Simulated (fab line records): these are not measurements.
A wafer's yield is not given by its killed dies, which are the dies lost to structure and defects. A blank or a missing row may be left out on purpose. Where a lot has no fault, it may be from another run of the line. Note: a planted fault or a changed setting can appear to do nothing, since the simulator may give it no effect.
The tool behind it: which one? / flow nand harc / 12 lots, 35 wafers sampled, at 5 steps of a route of 1159

WHAT THE GAUGES READ, wafer by wafer
NHARC_A_BONDPAD_OVL_MEAS_35. Usual: overlay x nm -2 nm, standard deviation 6; overlay y nm 0 nm, standard deviation 4.4.
lot=L999; measured=day 18 03:25; on=overlay-01; overlay x nm (nm)=7 7 7; overlay y nm (nm)=-3 -3 -3; flag=
lot=L100; measured=day 18 07:13; on=overlay-02; overlay x nm (nm)=-2 -2 -2; overlay y nm (nm)=-2 -2 -2; flag=
lot=L102; measured=day 18 07:35; on=overlay-01; overlay x nm (nm)=-12 -12 -12; overlay y nm (nm)=-8 -8 -8; flag=
lot=L101; measured=day 18 10:44; on=overlay-02; overlay x nm (nm)=-11 -11 -11; overlay y nm (nm)=5 6 6; flag=
lot=L110; measured=day 20 18:34; on=overlay-01; overlay x nm (nm)=-9; overlay y nm (nm)=-3; flag=
lot=L113; measured=day 22 07:51; on=overlay-02; overlay x nm (nm)=-2 -2 -2; overlay y nm (nm)=-3 -3 -4; flag=
lot=L116; measured=day 22 21:11; on=overlay-01; overlay x nm (nm)=2 2 2; overlay y nm (nm)=1 1 1; flag=
lot=L118; measured=day 23 19:35; on=overlay-01; overlay x nm (nm)=1 2 2; overlay y nm (nm)=1 2 1; flag=
lot=L119; measured=day 23 07:40; on=overlay-01; overlay x nm (nm)=3 2 2; overlay y nm (nm)=-4 -4 -4; flag=
lot=L120; measured=day 23 10:22; on=overlay-02; overlay x nm (nm)=-1 -2 -2; overlay y nm (nm)=6 6 6; flag=
lot=L121; measured=day 23 11:02; on=overlay-01; overlay x nm (nm)=-4 -4 -5; overlay y nm (nm)=-6 -6 -6; flag=
lot=L122; measured=day 23 20:58; on=overlay-02; overlay x nm (nm)=-7 -6 -6; overlay y nm (nm)=4 3 3; flag=

NHARC_END_SORT_01. Usual: defect limited yield 95.4 %, standard deviation 1.8; killed at array 28, standard deviation 11; killed at other 0.7, standard deviation 0.88; killed at periphery 3.1, standard deviation 2.2; killed dies 31, standard deviation 12; killed open 3.3, standard deviation 2; killed short 2.0, standard deviation 1.6; sort_bin_2_pct 1.5 %, standard deviation 0.73; sort_bin_3_pct 0.27 %, standard deviation 0.22; sort_bin_4_pct 2.9 %, standard deviation 1.1; sort n pass 646, standard deviation 12; sort rim yield pct 93 %, standard deviation 3.9; sort yield pct 95.4 %, standard deviation 1.8.
lot=L110; measured=day 21 22:43; on=prober-01; defect limited yield (%)=95.6 0; killed at array=27 25; killed at other=0 1; killed at periphery=3 651; killed dies=30 677; killed open=3 1; killed short=3 2; sort_bin_2_pct (%)=2.4 96.5; sort_bin_3_pct (%)=0 0.15; sort_bin_4_pct (%)=2.1 3.4; sort n pass=647 0; sort rim yield pct (%)=93 0; sort yield pct (%)=95.6 0; flag=OFF

WHICH TOOL RAN EACH LOT (tool, then ch and the chambers of the sampled wafers, then the start)
lot=L999; NHARC_P_M0_DEP_00=pecvd-01 ch 0,1, day 5 19:04; NHARC_A_M1_DEP_33=pecvd-01 ch 0,1, day 18 01:32; NHARC_A_BONDPAD_CMP_19=cmp-04 ch 0,2,3, day 18 05:36
lot=L100; NHARC_P_M0_DEP_00=pecvd-02 ch 1,2, day 6 10:55; NHARC_A_M1_DEP_33=pecvd-03 ch 0,1, day 18 05:20; NHARC_A_BONDPAD_CMP_19=cmp-01 ch 1,2,3, day 18 09:29
lot=L102; NHARC_P_M0_DEP_00=pecvd-02 ch 1,2, day 6 13:32; NHARC_A_M1_DEP_33=pecvd-04 ch 1,2, day 18 05:46; NHARC_A_BONDPAD_CMP_19=cmp-01 ch 1,2, day 18 09:47
lot=L101; NHARC_P_M0_DEP_00=pecvd-03 ch 0,1,2, day 6 14:04; NHARC_A_M1_DEP_33=pecvd-03 ch 1,2, day 18 08:50; NHARC_A_BONDPAD_CMP_19=cmp-02 ch 0,1,3, day 18 12:55
lot=L110; NHARC_P_M0_DEP_00=pecvd-02 ch 0,1, day 8 06:10; NHARC_A_M1_DEP_33=pecvd-04 ch 0, day 20 16:42; NHARC_A_BONDPAD_CMP_19=cmp-04 ch 3, day 20 20:46
lot=L113; NHARC_P_M0_DEP_00=pecvd-03 ch 0,1, day 9 20:14; NHARC_A_M1_DEP_33=pecvd-04 ch 1,2, day 22 05:55; NHARC_A_BONDPAD_CMP_19=cmp-02 ch 1,2, day 22 10:26
lot=L116; NHARC_P_M0_DEP_00=pecvd-03 ch 0,2, day 10 05:14; NHARC_A_M1_DEP_33=pecvd-04 ch 0,1,2, day 22 19:28; NHARC_A_BONDPAD_CMP_19=cmp-01 ch 0,1,3, day 22 23:22
lot=L118; NHARC_P_M0_DEP_00=pecvd-03 ch 1,2, day 10 11:20; NHARC_A_M1_DEP_33=pecvd-03 ch 0,2, day 23 17:49; NHARC_A_BONDPAD_CMP_19=cmp-01 ch 1,2,3, day 23 21:50
lot=L119; NHARC_P_M0_DEP_00=pecvd-01 ch 0,2, day 10 20:52; NHARC_A_M1_DEP_33=pecvd-03 ch 0,1, day 23 05:23; NHARC_A_BONDPAD_CMP_19=cmp-02 ch 0,3, day 23 09:56
lot=L120; NHARC_P_M0_DEP_00=pecvd-03 ch 1,2, day 11 02:55; NHARC_A_M1_DEP_33=pecvd-03 ch 0,2, day 23 08:32; NHARC_A_BONDPAD_CMP_19=cmp-04 ch 1,2, day 23 12:32
lot=L121; NHARC_P_M0_DEP_00=pecvd-03 ch 0,1,2, day 11 03:14; NHARC_A_M1_DEP_33=pecvd-03 ch 0,2, day 23 09:07; NHARC_A_BONDPAD_CMP_19=cmp-01 ch 1,2,3, day 23 13:11
lot=L122; NHARC_P_M0_DEP_00=pecvd-03 ch 0,1,2, day 11 07:49; NHARC_A_M1_DEP_33=pecvd-04 ch 1,2, day 23 19:13; NHARC_A_BONDPAD_CMP_19=cmp-01 ch 0,1,2, day 23 23:13
- NHARC_P_M0_DEP_00: deposits SiOC, target thk 150 nm.
- NHARC_A_M1_DEP_33: deposits SiCN, target thk 30 nm.
- NHARC_A_BONDPAD_CMP_19: polishes, t overpolish 30 s, cu recess touch 16 s, target thk 169.8 nm.

WHAT THE TOOLS THEMSELVES READ (means of the sampled wafers that have a number; where no wafer has one, the mark that the record gives instead)
NHARC_A_M1_DEP_33. Usual: heater power w 554 W, standard deviation 78; susceptor temp C 369.98 C, standard deviation 0.19.
lot=L999; tool=pecvd-01; heater power w (W)=523; susceptor temp C (C)=369.92; flag=
lot=L100; tool=pecvd-03; heater power w (W)=610; susceptor temp C (C)=369.89; flag=
lot=L102; tool=pecvd-04; heater power w (W)=610; susceptor temp C (C)=370.00; flag=
lot=L101; tool=pecvd-03; heater power w (W)=599; susceptor temp C (C)=370.00; flag=
lot=L110; tool=pecvd-04; heater power w (W)=587; susceptor temp C (C)=369.84; flag=
lot=L113; tool=pecvd-04; heater power w (W)=627; susceptor temp C (C)=370.27; flag=
lot=L116; tool=pecvd-04; heater power w (W)=609; susceptor temp C (C)=370.00; flag=
lot=L118; tool=pecvd-03; heater power w (W)=512; susceptor temp C (C)=370.06; flag=
lot=L119; tool=pecvd-03; heater power w (W)=568; susceptor temp C (C)=369.84; flag=
lot=L120; tool=pecvd-03; heater power w (W)=485; susceptor temp C (C)=369.89; flag=
lot=L121; tool=pecvd-03; heater power w (W)=494; susceptor temp C (C)=369.90; flag=
lot=L122; tool=pecvd-04; heater power w (W)=500; susceptor temp C (C)=370.07; flag=

NHARC_A_BONDPAD_CMP_19. Usual: motor current A 12.0 A, standard deviation 1.2; overpolish run s 29.999 s, standard deviation 0.0093; retaining ring pressure frac 1.000, standard deviation 0.0048.
lot=L999; tool=cmp-04; motor current A (A)=12.8; overpolish run s (s)=30.009; retaining ring pressure frac=0.997; flag=
lot=L100; tool=cmp-01; motor current A (A)=11.6; overpolish run s (s)=30.007; retaining ring pressure frac=0.997; flag=
lot=L102; tool=cmp-01; motor current A (A)=10.6; overpolish run s (s)=30.004; retaining ring pressure frac=1.001; flag=
lot=L101; tool=cmp-02; motor current A (A)=10.9; overpolish run s (s)=29.989; retaining ring pressure frac=0.997; flag=
lot=L110; tool=cmp-04; motor current A (A)=13.9; overpolish run s (s)=29.999; retaining ring pressure frac=1.004; flag=
lot=L113; tool=cmp-02; motor current A (A)=12.2; overpolish run s (s)=30.002; retaining ring pressure frac=0.999; flag=
lot=L116; tool=cmp-01; motor current A (A)=11.8; overpolish run s (s)=29.990; retaining ring pressure frac=0.998; flag=
lot=L118; tool=cmp-01; motor current A (A)=11.8; overpolish run s (s)=30.001; retaining ring pressure frac=0.997; flag=
lot=L119; tool=cmp-02; motor current A (A)=10.0; overpolish run s (s)=30.001; retaining ring pressure frac=1.003; flag=
lot=L120; tool=cmp-04; motor current A (A)=12.0; overpolish run s (s)=30.003; retaining ring pressure frac=1.002; flag=
lot=L121; tool=cmp-01; motor current A (A)=11.7; overpolish run s (s)=30.003; retaining ring pressure frac=1.003; flag=
lot=L122; tool=cmp-01; motor current A (A)=11.9; overpolish run s (s)=29.999; retaining ring pressure frac=1.004; flag=

THE ANSWER, worked out from the rows above alone
Rule: a lot is off if the mean of its wafers that have a number lies more than 3 standard deviations from the usual mean. A lot without any number at a reading at which 4 lots or more have one is off too. Any other lot the step has rows for is counted as sound. Order of review: gauges by route order, followed by the tools' own readings, for which a lot's mean as printed above is used. The first step at which some lot is off is used, and at that step the reading that is off furthest; a lot without a number counts as furthest.
Off: L110 (NHARC_END_SORT_01, killed at periphery). Neither off nor sound, because the step has no rows for them: L999, L100, L102, L101, L113, L116, L118, L119, L120, L121, L122.
A tool fits if, at a process step before that reading, it ran every lot that is off, and no sound lot after the first of them. Gauges at NHARC_END_SORT_01: tried the same way as those tools. Can't be told from this: 4 tools fit, pecvd-02 at NHARC_P_M0_DEP_00, pecvd-04 at NHARC_A_M1_DEP_33, cmp-04 at NHARC_A_BONDPAD_CMP_19, prober-01 at NHARC_END_SORT_01.

WHAT THE SIMULATOR HAD INSERTED
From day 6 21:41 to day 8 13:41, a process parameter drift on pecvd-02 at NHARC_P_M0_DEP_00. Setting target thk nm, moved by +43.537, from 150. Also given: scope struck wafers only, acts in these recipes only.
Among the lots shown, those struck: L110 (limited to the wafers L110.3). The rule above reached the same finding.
